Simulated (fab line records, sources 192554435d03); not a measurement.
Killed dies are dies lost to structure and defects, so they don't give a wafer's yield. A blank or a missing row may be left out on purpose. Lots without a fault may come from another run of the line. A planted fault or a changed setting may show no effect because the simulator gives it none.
A struck lot beside a sound one | flow n5_finfet | 37 steps out of a route of 1938
Sound: wafers L601.2, L601.3, L601.6. Struck: wafers L602.1, L602.2, L602.6. The cause comes at the end.
At each step with rows: each side's tool, then ch and its chambers, then its first start. Under that, the readings that differ: sound wafers | struck wafers | difference of the means | sigmas: that difference in standard deviations of wafers without a fault.
alike: readings whose means differ by less than 2 such deviations, and words and numbers that are the same on both sides. not compared: withheld readings, readings that some wafer has no value for, bounds like >300 that may hide the same value, and numbers for which the record gives no deviation and whose values overlap.
The two part at a step that has a row with sigmas, a row that says differs or no value, or rows on one side only. Numbers that don't overlap but have no deviation are shown without sigmas and don't part them. A reading that every wafer of one side lacks parts them only if that side has two wafers or more.

first, 9 steps without rows for these wafers: N5_PASSIVATION_DESCUM_12 (chemistry O2, time 7.9 s); N5_PASSIVATION_PASS_ETCH_74 (etches SiNx in CF4/O2, target depth 220 nm, time 110 s); N5_PASSIVATION_VIA_ETCH_13 (etches SiO2 in CHF3/O2, target depth 660 nm, time 330 s); N5_PASSIVATION_STRIP_14 (strips in O2); N5_PASSIVATION_ETCH_15 (etches SiCN in CF4/N2, target depth 75 nm, time 81.2 s); N5_PASSIVATION_STRIP_73 (strips in post etch residue remover, time 60 s); N5_PASSIVATION_SRD_17 (time 30 s, dry time 30 s); N5_PASSIVATION_DEGAS_18 (time 60 s); N5_PASSIVATION_PRE_CLEAN_19.
N5_PASSIVATION_SPUTTER_20: material TaN, target thk 50 nm.
  sound on pvd_sputter-03, day 13 12:19; struck on pvd_sputter-03, day 13 20:02
  alike: throttle_valve_pct
then, 26 steps without rows for these wafers: N5_PASSIVATION_AL_DEP_21 (deposits Al, target thk 2800 nm, time 170 s); N5_PASSIVATION_HMDS_23 (time 60 s); N5_PASSIVATION_COAT_24; N5_PASSIVATION_EBR_26; N5_PASSIVATION_SOFTBAKE_25 (time 90 s); N5_PASSIVATION_EXPOSE_27 (exposes mask PAD, defocus 0 nm); N5_PASSIVATION_PEB_28; N5_PASSIVATION_DEVELOP_29 (develop time 60 s); N5_PASSIVATION_HARDBAKE_31 (time 120 s); N5_PASSIVATION_DESCUM_32 (chemistry O2, time 7.9 s); N5_PASSIVATION_AL_ETCH_33 (etches Al in Cl2/BCl3, stops on TaN, target depth 2800 nm, time 466.7 s); N5_PASSIVATION_ETCH_59 (etches TaN in Cl2/BCl3, target depth 65 nm, time 34.9 s); N5_PASSIVATION_STRIP_34 (strips in O2); N5_PASSIVATION_STRIP_51 (strips in post etch residue remover, time 1200 s); N5_PASSIVATION_CLEAN_69 (cleans in IPA, time 180 s); N5_PASSIVATION_SRD_70 (time 30 s); N5_PASSIVATION_PECVD_53 (deposits SiO2 from TEOS/O2, target thk 800 nm, time 169.4 s); N5_PASSIVATION_PECVD_35 (deposits SiNx from SiH4/NH3/N2, target thk 700 nm, time 151.3 s); N5_PASSIVATION_HMDS_37 (time 60 s); N5_PASSIVATION_COAT_38; N5_PASSIVATION_EBR_40; N5_PASSIVATION_SOFTBAKE_39 (time 120 s); N5_PASSIVATION_EXPOSE_41 (exposes mask PASS OPEN, defocus 0 nm, target cd 40000 nm); N5_PASSIVATION_PEB_42; N5_PASSIVATION_DEVELOP_43 (develop time 60 s); N5_PASSIVATION_HARDBAKE_45 (time 120 s).
N5_PASSIVATION_PROBE_49:
  the record has rows for the struck wafers here (prober-02, day 14 01:51) and none for the sound ones

WHERE THEY PART
Only at N5_PASSIVATION_PROBE_49, within this record.

WHY: what the simulator had put in
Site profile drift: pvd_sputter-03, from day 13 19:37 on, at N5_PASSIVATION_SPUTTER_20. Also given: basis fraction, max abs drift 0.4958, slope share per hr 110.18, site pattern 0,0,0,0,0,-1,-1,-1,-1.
